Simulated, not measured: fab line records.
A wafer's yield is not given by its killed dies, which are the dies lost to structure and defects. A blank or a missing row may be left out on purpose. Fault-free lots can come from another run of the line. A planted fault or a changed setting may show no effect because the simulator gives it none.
Lot-split experiment ; flow n5_finfet ; 7 lots, 21 wafers read, on a route of 1938 steps

SPLIT DETAILS
At N5_BEOL_M1_COAT_61 (time 60 s, resist thk 60 nm), the setting spin_rpm was moved away from the recipe's 1500 rpm on 2 of the 21 wafers read, by +4.0% to +5.8%. All remaining wafers had this setting at the recipe value.

Reading taken at the split's own step.

THE READING
SOC_of_BEOL_M1_COAT_61.thk_nm (the simulator's own value, which no gauge read), in nm, at N5_BEOL_M1_COAT_61 (time 60 s, resist thk 60 nm). There is no usual value for it anywhere in the file. The 19 wafers here that ran the recipe average 60.0 nm, standard deviation 0.15 nm.

wafer;tool, chamber at the split;spin_rpm as run, rpm;against the recipe;SOC_of_BEOL_M1_COAT_61.thk_nm, nm;against lot-mates on the recipe
L079.1;litho_track-02, 0;1587;+5.8%;58.4;-1.6
L079.3;litho_track-02, 0;1500;recipe;60;-
L079.4;litho_track-02, 0;1500;recipe;60;-
L080.2;litho_track-01, 0;1500;recipe;60;-
L080.4;litho_track-01, 0;1500;recipe;60;-
L080.5;litho_track-01, 0;1500;recipe;59.8;-
L082.1;litho_track-04, 0;1500;recipe;59.8;-
L082.6;litho_track-04, 0;1500;recipe;59.8;-
L082.5;litho_track-04, 0;1500;recipe;60;-
L083.1;litho_track-02, 0;1500;recipe;60.2;-
L083.3;litho_track-02, 0;1500;recipe;60;-
L083.5;litho_track-02, 0;1500;recipe;60;-
L092.2;litho_track-04, 0;1500;recipe;59.8;-
L092.4;litho_track-04, 0;1500;recipe;59.8;-
L092.5;litho_track-04, 0;1560;+4.0%;58.6;-1.2
L094.3;litho_track-02, 0;1500;recipe;60.2;-
L094.4;litho_track-02, 0;1500;recipe;60;-
L094.6;litho_track-02, 0;1500;recipe;60;-
L096.1;litho_track-01, 0;1500;recipe;60.2;-
L096.4;litho_track-01, 0;1500;recipe;60.2;-
L096.6;litho_track-01, 0;1500;recipe;60.2;-

FIT RESULTS
A straight line over all 21 wafers: SOC_of_BEOL_M1_COAT_61.thk_nm changes by -0.299 nm for each +1% of spin_rpm; r = -0.95; the points scatter about the line by 0.16 nm.
The same after taking each lot's own level away (the mean of its wafers on the recipe; 21 wafers): -0.283 nm for each +1%; r = -0.98; scatter 0.077 nm.
According to that fit, moving spin_rpm by its largest amount changes the reading by 1.6 nm.
Measured against the standard deviation above, the lots' own levels, which go from 59.80 to 60.20 nm, span 2.8 times it.
Consequently the slope shifts little with the lot-to-lot level, the two slopes agreeing.
Check: with one of the wafers moved furthest among these (+5.8%) left out of the fit, the line predicts -1.74 nm for it against its lot-mates. It came out at -1.6 nm against them.

ADDITIONAL SPLITS CARRIED BY THESE WAFERS
These wafers also went through other splits before the reading. Each is held against what the fit with the lots' levels taken away leaves over:
other split on the same wafers;wafers away from the commonest value;r with SOC_of_BEOL_M1_COAT_61.thk_nm (lot level and that fit taken away)
N5_HKMG_FIN_DEVELOP_48 develop_time_s;6;-0.13
N5_MOL_CONTACT_COAG_COAT_58 spin_rpm;5;+0.20
N5_MOL_CONTACT_COAG_COAT_02 spin_rpm;5;+0.18
N5_MOL_CONTACT_COAG_VIA_ETCH_46 bias_w;4;+0.33
N5_MOL_CONTACT_COAG_COAT_62 spin_rpm;6;-0.17
N5_BEOL_M0_SAQP_SPACER1_ALD_98 ald_cycles;8;+0.07

THE FILE'S OWN FIT
SOC_of_BEOL_M1_COAT_61.thk_nm changes by -0.284 nm for each +1% of spin_rpm, r = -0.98.
